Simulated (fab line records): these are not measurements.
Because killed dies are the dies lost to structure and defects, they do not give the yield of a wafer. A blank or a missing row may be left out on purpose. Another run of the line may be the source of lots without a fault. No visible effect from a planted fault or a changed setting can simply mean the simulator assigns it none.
fab line records	flow nand-harc	part 1 of 2: steps 1 to 23 of 30
record lots=5	wafers=15	last-day=23
route steps=1159 shown A_CONTACT@878
lots that met no fault: taken from a fault-free run of the same line
start-h: hours from the record's opening day to when the first of the lot's shown wafers began	wait-h: hours since the lot's step before	" the same as in the row above	L1.1+2: one row covering several wafers at once	- value missing, or start not given	* or withheld: withheld	< > ~ a bound
route shown NAME@n: NAME is a module with steps in the file, n the number in the route of the first one	usual: the fault-free wafers' mean and standard deviation	same: alike in all rows	chamber/n: place in a boat	sites: the reading at each site	_std_site: standard deviation of those values	_edge_site: outer sites' mean less inner sites'	radius-mm: how far each site lies from the wafer's centre	mask NAME#n: copy n	behind: the last tool/chamber to shape the wafer	hold: what put the lot on hold/how long, in hours/how the hold closed	device: whichever transistor did not switch (one of n, p or np)	end of line: the same wafers' tests at the end of the route	a step without rows: its recipe alone	killed: dies lost to structure and defects at the first sort, not the wafer's yield	map: shows each die of a wafer: x if killed, . if not, _ if none is there
set.NAME: the setting the step ran with; set.NAME@STEP: the setting that earlier step ran with	model.NAME: the simulator's own value behind a step, which no gauge read
certain route steps with their lots: each step a table, each wafer a row
services: from which hour (start-h, from the record's first day; less than 0 if before it) a tool's chamber was out of use, for how many hours, and why
## steps
# step NHARC_A_CONTACT_STRIP_99
# recipe n2-flow-sccm=150	h2-flow-sccm=150	ar-flow-sccm=0	bias-w=0	chemistry=N2/H2
lot.wafer	tool	chamber	start-h	wait-h
L079.1+3+5	rie-diel-10	0,2,0	399.22	0.1
L078.4+1+5	rie-diel-10	0,1,2	403.96	0.1
L085.2+5+6	rie-diel-10	3,0,1	445.09	0.1
L090.3+4+6	rie-diel-10	1,2,1	463.60	0.1
L093.1+4+3	rie-diel-10	1,2,3	476.64	0.1
# step NHARC_A_CONTACT_STRIP_100
# recipe cf4-flow-sccm=100	chf3-flow-sccm=30	ar-flow-sccm=0	bias-w=0	chemistry=CF4/CHF3
lot.wafer	tool	chamber	start-h	wait-h
L079.1+3+5	rie-diel-10	0,1,1	399.31	0.1
L078.4+1+5	rie-diel-10	0,1,0	404.04	0.1
L085.2+5+6	rie-diel-10	0,0,1	445.16	0.1
L090.4+3+6	rie-diel-10	2,3,3	463.68	0.1
L093.3+1+4	rie-diel-10	1,2,3	476.73	0.1
# step NHARC_A_CONTACT_STRIP_101
# recipe o2-flow-sccm=400	cos-flow-sccm=20	ar-flow-sccm=0	bias-w=0	chemistry=O2/COS
lot.wafer	tool	chamber	start-h	wait-h
L079.1+3+5	rie-diel-10	0,2,3	399.37	0.1
L078.1+4+5	rie-diel-10	3,0,3	404.10	0.1
L085.2+5+6	rie-diel-10	2,2,3	445.22	0.1
L090.4+3+6	rie-diel-10	3,0,3	463.87	0.2
L093.1+3+4	rie-diel-10	3,0,1	476.83	0.1
# step NHARC_A_CONTACT_ETCH_102
# recipe target-depth-a=700	overetch-a=70	time-s=38.5	ion-energy-ev=100	cf4-flow-sccm=80	o2-flow-sccm=20	ar-flow-sccm=0	rf-w=300	bias-w=100	chemistry=CF4/O2
# usual drypump-motor-current-A=5.6/0.38	oes-product-au=1.002/0.017	rf-fwd-power-W=295.8/1.4	rf-vpp-V=197.3/1.7	showerhead-plenum-p-Torr=1.31/0.076	throttle-valve-pct=13.398/0.0092
lot.wafer	tool	chamber	start-h	wait-h	drypump-motor-current-A	oes-product-au	rf-fwd-power-W	rf-hours-counter-h	rf-vpp-V	showerhead-plenum-p-Torr	throttle-valve-pct
L079.3	rie-diel-10	1	399.43	0.0	5.3	1.031	296.9	10	194.4	1.24	13.422
L079.1	"	3	"	"	5.2	1.023	296.6	10	196.6	1.30	13.386
L079.5	"	2	"	"	6.0	0.989	296.0	-	197.6	1.41	13.385
L078.4	rie-diel-10	3	404.16	0.1	5.2	1.008	295.6	11	197.5	1.30	13.389
L078.1	"	1	"	"	5.3	1.024	296.1	10	196.8	1.24	13.406
L078.5	"	2	"	"	6.1	0.988	296.6	-	198.8	1.41	13.403
L085.2	rie-diel-10	1	445.28	0.1	5.3	1.011	297.0	18	194.3	1.24	13.393
L085.6	"	0	"	"	5.7	1.003	296.5	-	198.0	1.31	13.389
L085.5	"	1	"	"	5.3	1.014	297.6	-	194.2	1.23	13.389
L090.3	rie-diel-10	1	463.94	0.1	5.3	1.014	296.9	23	196.5	1.23	13.391
L090.4	"	0	"	"	5.7	1.000	297.4	24	198.5	1.31	13.405
L090.6	"	2	"	"	6.0	0.971	295.5	-	198.7	1.41	13.403
L093.4	rie-diel-10	2	476.89	0.1	6.0	0.986	296.5	27	200.3	1.40	13.381
L093.3	"	3	"	"	5.2	1.020	297.6	28	198.5	1.30	13.393
L093.1	"	0	"	"	5.7	1.008	296.2	28	197.0	1.31	13.386
# step NHARC_A_CONTACT_STRIP_55
# recipe o2-flow-sccm=500	ar-flow-sccm=0	bias-w=0	chemistry=O2
# usual drypump-motor-current-A=5.6/0.42	oes-product-au=1.004/0.017	rf-vpp-V=57.7/0.93	showerhead-plenum-p-Torr=3.48/0.19	throttle-valve-pct=17.035/0.0096
lot.wafer	tool	chamber	start-h	wait-h	drypump-motor-current-A	oes-product-au	rf-hours-counter-h	rf-vpp-V	showerhead-plenum-p-Torr	throttle-valve-pct
L079.3	rie-diel-10	1	-	-	5.3	1.028	10	56.7	3.28	17.022
L079.1	"	2	"	"	6.1	0.982	10	56.3	3.71	17.037
L079.5	"	0	"	"	5.7	1.000	-	58.3	3.47	17.017
L078.4	rie-diel-10	1	-	-	5.3	1.032	10	58.3	3.28	17.032
L078.1	"	2	"	"	6.0	0.985	11	58.3	3.71	17.046
L078.5	"	0	"	"	5.7	1.000	-	57.3	3.47	17.033
L085.2	rie-diel-10	3	-	-	5.2	1.015	18	57.6	3.44	17.048
L085.6	"	3	"	"	5.2	1.020	-	56.7	3.44	17.030
L085.5	"	0	"	"	5.7	1.017	-	56.4	3.47	17.022
L090.4	rie-diel-10	2	-	-	6.1	0.972	23	58.8	3.71	17.035
L090.3	"	3	"	"	5.2	1.024	24	57.1	3.44	17.050
L090.6	"	2	"	"	6.1	0.983	-	58.0	3.71	17.037
L093.3	rie-diel-10	0	-	-	5.7	1.016	28	58.2	3.46	17.049
L093.4	"	1	"	"	5.3	1.022	27	56.9	3.27	17.014
L093.1	"	2	"	"	6.1	0.979	27	57.7	3.70	17.032
# step NHARC_A_CONTACT_STRIP_56
# recipe time-s=600	temp-c=30	chemistry=post-etch-residue-remover
lot.wafer	tool	chamber	start-h	wait-h
L079.3+5+1	wet-bench-02	2,3,6	399.82	-
L078.1+5+4	wet-bench-03	7,2,3	404.55	-
L085.5+6+2	wet-bench-02	3,4,7	445.67	-
L090.3+4+6	wet-bench-02	2,3,5	464.32	-
L093.3+1+4	wet-bench-01	4,5,6	477.34	-
# step NHARC_A_CONTACT_DEP_57
# recipe target-thk-a=28000	temp-c=400	material=aC
# usual throttle-valve-pct=35.001/0.0087
lot.wafer	tool	chamber	start-h	wait-h	throttle-valve-pct
L079.1	acl-dep-01	0	400.08	-	35.002
L079.3	"	0	"	"	35.000
L079.5	"	0	"	"	35.005
L078.1	acl-dep-03	0	404.81	-	34.988
L078.4	"	0	"	"	34.999
L078.5	"	0	"	"	34.992
L085.2	acl-dep-03	0	449.00	-	35.000
L085.5	"	0	"	"	35.001
L085.6	"	0	"	"	34.996
L090.3	acl-dep-01	0	465.18	-	34.997
L090.4	"	0	"	"	34.996
L090.6	"	0	"	"	35.012
L093.1	acl-dep-03	0	477.59	-	35.000
L093.3	"	0	"	"	34.993
L093.4	"	0	"	"	35.004
# step NHARC_A_CONTACT_DEP_58
# recipe target-thk-a=600	target-thk-nm=60	temp-c=400	pressure-torr=3.5	flow-sccm=200	rf-w=350	material=SiON
# usual heater-power-w=730/73	rf-fwd-power-W=348.3/1.2
lot.wafer	tool	chamber	start-h	wait-h	heater-power-w	rf-fwd-power-W
L079.1	pecvd-01	1	401.83	1.5	779	347.4
L079.3	"	0	"	"	758	347.1
L079.5	"	1	"	"	785	347.4
L078.1	pecvd-03	1	406.59	1.5	802	350.6
L078.4	"	0	"	"	644	347.9
L078.5	"	1	"	"	797	349.3
L085.2	pecvd-02	1	450.51	1.2	682	347.7
L085.6	"	2	"	"	648	347.7
L085.5	"	0	"	"	768	348.0
L090.3	pecvd-03	2	466.36	0.9	690	349.6
L090.6	"	0	"	"	698	347.7
L090.4	"	1	"	"	760	349.0
L093.3	pecvd-01	0	479.48	1.0	755	348.6
L093.1	"	1	"	"	800	347.4
L093.4	"	0	"	"	753	348.3
# step NHARC_A_CONTACT_DEHYDRATE_59
# recipe temp-c=150	time-s=120
# usual exhaust-pa=45.1/0.89
lot.wafer	tool	chamber	start-h	wait-h	exhaust-pa
L079.1	litho-track-01	0	402.11	0.2	46.8
L079.3	"	0	"	"	46.4
L079.5	"	0	"	"	46.6
L078.1	litho-track-04	0	406.80	0.2	44.6
L078.4	"	0	"	"	45.4
L078.5	"	0	"	"	46.3
L085.2	litho-track-04	0	450.72	0.2	44.8
L085.5	"	0	"	"	44.6
L085.6	"	0	"	"	45.1
L090.3	litho-track-01	0	466.63	0.2	44.7
L090.4	"	0	"	"	44.3
L090.6	"	0	"	"	44.7
L093.1	litho-track-04	0	479.75	0.2	45.4
L093.3	"	0	"	"	45.0
L093.4	"	0	"	"	45.3
# step NHARC_A_CONTACT_HMDS_60
# recipe time-s=30
# usual exhaust-pa=45.1/0.79
lot.wafer	tool	chamber	start-h	wait-h	exhaust-pa
L079.1	litho-track-01	0	-	-	43.0
L079.3	"	0	"	"	44.9
L079.5	"	0	"	"	44.9
L078.1	litho-track-04	0	-	-	46.0
L078.4	"	0	"	"	45.3
L078.5	"	0	"	"	46.5
L085.2	litho-track-04	0	-	-	46.3
L085.5	"	0	"	"	45.2
L085.6	"	0	"	"	44.8
L090.3	litho-track-01	0	-	-	45.2
L090.4	"	0	"	"	45.3
L090.6	"	0	"	"	44.7
L093.1	litho-track-04	0	-	-	44.5
L093.3	"	0	"	"	44.1
L093.4	"	0	"	"	43.4
# step NHARC_A_CONTACT_COAT_61
# recipe temp-c=260	time-s=75
# usual exhaust-pa=45.0/0.84
lot.wafer	tool	chamber	start-h	wait-h	exhaust-pa
L079.1	litho-track-01	0	-	-	44.5
L079.3	"	0	"	"	45.3
L079.5	"	0	"	"	45.0
L078.1	litho-track-04	0	-	-	45.9
L078.4	"	0	"	"	46.6
L078.5	"	0	"	"	44.4
L085.2	litho-track-04	0	-	-	43.4
L085.5	"	0	"	"	44.3
L085.6	"	0	"	"	44.4
L090.3	litho-track-01	0	-	-	45.1
L090.4	"	0	"	"	46.8
L090.6	"	0	"	"	46.2
L093.1	litho-track-04	0	-	-	44.3
L093.3	"	0	"	"	45.0
L093.4	"	0	"	"	43.9
# step NHARC_A_CONTACT_COAT_62
# recipe temp-c=225	time-s=65
# usual exhaust-pa=44.9/0.88
lot.wafer	tool	chamber	start-h	wait-h	exhaust-pa
L079.1	litho-track-01	0	-	-	47.6
L079.3	"	0	"	"	46.0
L079.5	"	0	"	"	46.3
L078.1	litho-track-04	0	-	-	43.3
L078.4	"	0	"	"	43.9
L078.5	"	0	"	"	42.9
L085.2	litho-track-04	0	-	-	44.5
L085.5	"	0	"	"	44.1
L085.6	"	0	"	"	44.6
L090.3	litho-track-01	0	-	-	43.8
L090.4	"	0	"	"	45.7
L090.6	"	0	"	"	44.8
L093.1	litho-track-04	0	-	-	45.7
L093.3	"	0	"	"	46.1
L093.4	"	0	"	"	45.1
# step NHARC_A_CONTACT_COAT_63
# recipe spin-rpm=1500	resist-thk-nm=90
# usual exhaust-pa=45.0/0.91
lot.wafer	tool	chamber	start-h	wait-h	exhaust-pa
L079.1	litho-track-01	0	-	-	44.0
L079.3	"	0	"	"	45.5
L079.5	"	0	"	"	44.5
L078.1	litho-track-04	0	-	-	44.3
L078.4	"	0	"	"	44.5
L078.5	"	0	"	"	44.6
L085.2	litho-track-04	0	-	-	44.2
L085.5	"	0	"	"	43.6
L085.6	"	0	"	"	44.0
L090.3	litho-track-01	0	-	-	45.4
L090.4	"	0	"	"	45.0
L090.6	"	0	"	"	45.1
L093.1	litho-track-04	0	-	-	44.0
L093.3	"	0	"	"	44.3
L093.4	"	0	"	"	44.2
# step NHARC_A_CONTACT_SOFTBAKE_64
# recipe temp-c=105	time-s=55
# usual exhaust-pa=45.4/1
lot.wafer	tool	chamber	start-h	wait-h	exhaust-pa
L079.1	litho-track-01	0	-	-	43.6
L079.3	"	0	"	"	45.1
L079.5	"	0	"	"	45.6
L078.1	litho-track-04	0	-	-	45.9
L078.4	"	0	"	"	46.6
L078.5	"	0	"	"	45.7
L085.2	litho-track-04	0	-	-	46.3
L085.5	"	0	"	"	46.3
L085.6	"	0	"	"	46.3
L090.3	litho-track-01	0	-	-	47.9
L090.4	"	0	"	"	46.9
L090.6	"	0	"	"	44.8
L093.1	litho-track-04	0	-	-	45.4
L093.3	"	0	"	"	45.7
L093.4	"	0	"	"	46.1
# step NHARC_A_CONTACT_EBR_65
# usual exhaust-pa=45.0/0.88
lot.wafer	tool	chamber	start-h	wait-h	exhaust-pa
L079.1	litho-track-01	0	-	-	43.4
L079.3	"	0	"	"	45.6
L079.5	"	0	"	"	45.8
L078.1	litho-track-04	0	-	-	45.4
L078.4	"	0	"	"	45.6
L078.5	"	0	"	"	46.1
L085.2	litho-track-04	0	-	-	45.2
L085.5	"	0	"	"	45.5
L085.6	"	0	"	"	44.2
L090.3	litho-track-01	0	-	-	45.3
L090.4	"	0	"	"	44.2
L090.6	"	0	"	"	44.8
L093.1	litho-track-04	0	-	-	44.1
L093.3	"	0	"	"	43.2
L093.4	"	0	"	"	43.7
# step NHARC_A_CONTACT_EXPOSE_66
# recipe na=1.35	sigma-outer=0.8	dose-mj=59.02	mask-id=A_CC_2
# same sigma-outer=0.8
lot.wafer	tool	chamber	start-h	wait-h	mask
L079.1+3+5	arfi-scanner-02	0	402.29	-	A_CC_2#0
L078.1+4+5	arfi-scanner-02	0	406.99	-	A_CC_2#0
L085.2+5+6	arfi-scanner-03	0	451.04	-	A_CC_2#0
L090.3+4+6	arfi-scanner-01	0	466.95	-	A_CC_2#0
L093.1+3+4	arfi-scanner-01	0	479.94	-	A_CC_2#0
# step NHARC_A_CONTACT_PEB_67
# recipe peb-temp-c=100	peb-time-s=65
# usual exhaust-pa=45.0/0.95
lot.wafer	tool	chamber	start-h	wait-h	exhaust-pa
L079.1	litho-track-06	0	402.35	0.1	43.7
L079.3	"	0	"	"	46.1
L079.5	"	0	"	"	44.4
L078.1	litho-track-06	0	407.05	0.1	43.0
L078.4	"	0	"	"	45.1
L078.5	"	0	"	"	43.5
L085.2	litho-track-06	0	451.09	0.1	43.2
L085.5	"	0	"	"	43.9
L085.6	"	0	"	"	44.4
L090.3	litho-track-06	0	467.00	0.0	44.9
L090.4	"	0	"	"	44.9
L090.6	"	0	"	"	44.5
L093.1	litho-track-01	0	480.00	0.1	45.9
L093.3	"	0	"	"	44.7
L093.4	"	0	"	"	45.1
# step NHARC_A_CONTACT_DEVELOP_68
# recipe develop-time-s=35	dev-temp-c=23
# usual exhaust-pa=44.9/0.91
lot.wafer	tool	chamber	start-h	wait-h	exhaust-pa
L079.1	litho-track-06	0	-	-	45.6
L079.3	"	0	"	"	46.2
L079.5	"	0	"	"	45.7
L078.1	litho-track-06	0	-	-	45.8
L078.4	"	0	"	"	45.0
L078.5	"	0	"	"	45.3
L085.2	litho-track-06	0	-	-	44.9
L085.5	"	0	"	"	45.1
L085.6	"	0	"	"	44.9
L090.3	litho-track-06	0	-	-	46.8
L090.4	"	0	"	"	45.1
L090.6	"	0	"	"	45.6
L093.1	litho-track-01	0	-	-	45.2
L093.3	"	0	"	"	44.7
L093.4	"	0	"	"	45.4
# step NHARC_A_CONTACT_CD_MEAS_69
# recipe target-cd-nm=200	landing-energy-ev=500
# usual cd-nm=200.3/0.64
lot.wafer	tool	chamber	start-h	wait-h	cd-nm
L079.1	cd-sem-03	0	402.43	-	199.5
L079.3	"	0	"	"	200.4
L079.5	"	0	"	"	199.6
L078.1	cd-sem-02	0	407.13	-	200.0
L078.4	"	0	"	"	199.3
L078.5	"	0	"	"	199.9
L085.2	cd-sem-02	0	451.18	-	200.0
L085.5	"	0	"	"	199.8
L085.6	"	0	"	"	199.5
L090.3	cd-sem-02	0	467.08	-	199.8
L090.4	"	0	"	"	200.0
L090.6	"	0	"	"	199.2
L093.1	cd-sem-01	0	480.08	-	200.1
L093.3	"	0	"	"	200.7
L093.4	"	0	"	"	201.0
# step NHARC_A_CONTACT_OVL_MEAS_70
# usual overlay-x-nm=0.1/0.61	overlay-y-nm=-0.1/1.1
lot.wafer	tool	chamber	start-h	wait-h	overlay-x-nm	overlay-y-nm
L079.1	overlay-02	-	402.52	-	1.0	-1.7
L079.3	"	-	"	"	0.7	-1.2
L079.5	"	-	"	"	1.3	-1.2
L078.1	overlay-02	-	407.22	-	-0.5	0.2
L078.4	"	-	"	"	-0.3	0.0
L078.5	"	-	"	"	-0.1	-0.7
L085.2	overlay-01	-	451.27	-	0.3	-0.5
L085.5	"	-	"	"	0.6	-1.0
L085.6	"	-	"	"	0.0	-0.7
L090.3	overlay-02	-	467.17	-	0.7	0.7
L090.4	"	-	"	"	1.4	0.6
L090.6	"	-	"	"	0.7	0.6
L093.1	overlay-01	-	480.19	-	-0.7	-1.4
L093.3	"	-	"	"	-0.2	-1.0
L093.4	"	-	"	"	-0.9	-1.6
# step NHARC_A_CONTACT_INSPECT_71
# usual raw-defect-count=29/11
lot.wafer	tool	chamber	start-h	wait-h	raw-defect-count
L079.1	defect-inspect-02	-	402.56	0.0	27
L079.3	"	-	"	"	17
L079.5	"	-	"	"	26
L078.1	defect-inspect-02	-	407.26	0.0	23
L078.4	"	-	"	"	22
L078.5	"	-	"	"	26
L085.2	defect-inspect-02	-	451.31	0.0	23
L085.5	"	-	"	"	22
L085.6	"	-	"	"	32
L090.3	defect-inspect-01	-	467.21	0.0	35
L090.4	"	-	"	"	40
L090.6	"	-	"	"	41
L093.1	defect-inspect-01	-	480.22	0.0	38
L093.3	"	-	"	"	33
L093.4	"	-	"	"	43
# step NHARC_A_CONTACT_DESCUM_74
# recipe time-s=3	o2-flow-sccm=200	ar-flow-sccm=0	bias-power-w=0	chemistry=O2
# usual drypump-motor-current-A=5.6/0.36	oes-product-au=1.005/0.016	rf-vpp-V=57.8/0.98	showerhead-plenum-p-Torr=1.90/0.11	throttle-valve-pct=11.312/0.011
lot.wafer	tool	chamber	start-h	wait-h	drypump-motor-current-A	oes-product-au	rf-hours-counter-h	rf-vpp-V	showerhead-plenum-p-Torr	throttle-valve-pct
L079.3	rie-diel-10	3	402.63	0.1	5.2	1.011	11	57.7	1.86	11.298
L079.1	"	0	"	"	5.7	1.014	10	56.2	1.88	11.311
L079.5	"	2	"	"	6.0	0.975	-	56.6	2.02	11.284
L078.1	rie-diel-03	0	407.33	0.1	5.7	1.006	3	58.7	2.03	11.311
L078.4	"	1	"	"	5.2	1.016	3	56.5	1.85	11.311
L078.5	"	0	"	"	5.7	1.006	-	58.6	2.03	11.324
L085.2	rie-diel-03	1	451.37	0.1	5.2	1.016	19	59.4	1.84	11.294
L085.6	"	1	"	"	5.2	1.020	-	58.6	1.85	11.324
L085.5	"	2	"	"	5.5	1.000	-	58.4	2.03	11.315
L090.4	rie-diel-10	1	467.27	0.1	5.3	1.020	24	55.0	1.76	11.310
L090.3	"	0	"	"	5.7	1.015	25	57.9	1.88	11.324
L090.6	"	1	"	"	5.3	1.024	-	57.4	1.77	11.319
L093.1	rie-diel-10	3	480.28	0.1	5.2	1.013	28	58.3	1.86	11.300
L093.3	"	0	"	"	5.7	1.001	28	57.2	1.88	11.332
L093.4	"	2	"	"	6.0	0.981	27	56.7	2.02	11.317
# step NHARC_A_CONTACT_ETCH_75
# recipe target-depth-a=390	over-etch-frac=0.3	time-s=65	ion-energy-ev=80	cf4-flow-sccm=150	ar-flow-sccm=0	rf-w=300	bias-w=100	chemistry=CF4
# usual drypump-motor-current-A=5.6/0.37	oes-product-au=1.006/0.018	rf-fwd-power-W=297.2/1.1	rf-vpp-V=151.0/1.6	showerhead-plenum-p-Torr=1.76/0.093	throttle-valve-pct=13.282/0.01
# same over-etch-frac=0.3
lot.wafer	tool	chamber	start-h	wait-h	drypump-motor-current-A	oes-product-au	rf-fwd-power-W	rf-hours-counter-h	rf-vpp-V	showerhead-plenum-p-Torr	throttle-valve-pct
L079.3	rie-diel-10	1	402.72	0.1	5.3	1.030	296.0	10	148.7	1.64	13.273
L079.1	"	2	"	"	6.0	0.980	298.3	11	151.5	1.86	13.282
L079.5	"	0	"	"	5.7	1.009	298.1	-	150.3	1.74	13.289
L078.4	rie-diel-03	1	407.40	0.1	5.2	1.016	298.5	3	151.1	1.71	13.270
L078.1	"	0	"	"	5.7	1.005	296.6	3	153.8	1.87	13.278
L078.5	"	2	"	"	5.5	1.011	296.7	-	152.5	1.88	13.288
L085.2	rie-diel-03	0	451.61	0.2	5.7	1.018	296.7	21	152.9	1.86	13.277
L085.5	"	1	"	"	5.2	1.025	298.3	-	152.6	1.71	13.277
L085.6	"	2	"	"	5.5	1.003	296.9	-	153.7	1.87	13.285
L090.3	rie-diel-10	3	467.35	0.1	5.2	1.018	298.6	25	150.5	1.72	13.302
L090.4	"	2	"	"	6.1	0.977	296.2	24	151.4	1.86	13.277
L090.6	"	3	"	"	5.2	1.027	297.5	-	151.3	1.72	13.288
L093.3	rie-diel-10	1	480.37	0.1	5.3	1.028	298.6	27	148.4	1.64	13.284
L093.1	"	3	"	"	5.2	1.003	297.8	28	149.8	1.72	13.300
L093.4	"	0	"	"	5.7	1.006	297.3	28	150.2	1.74	13.305
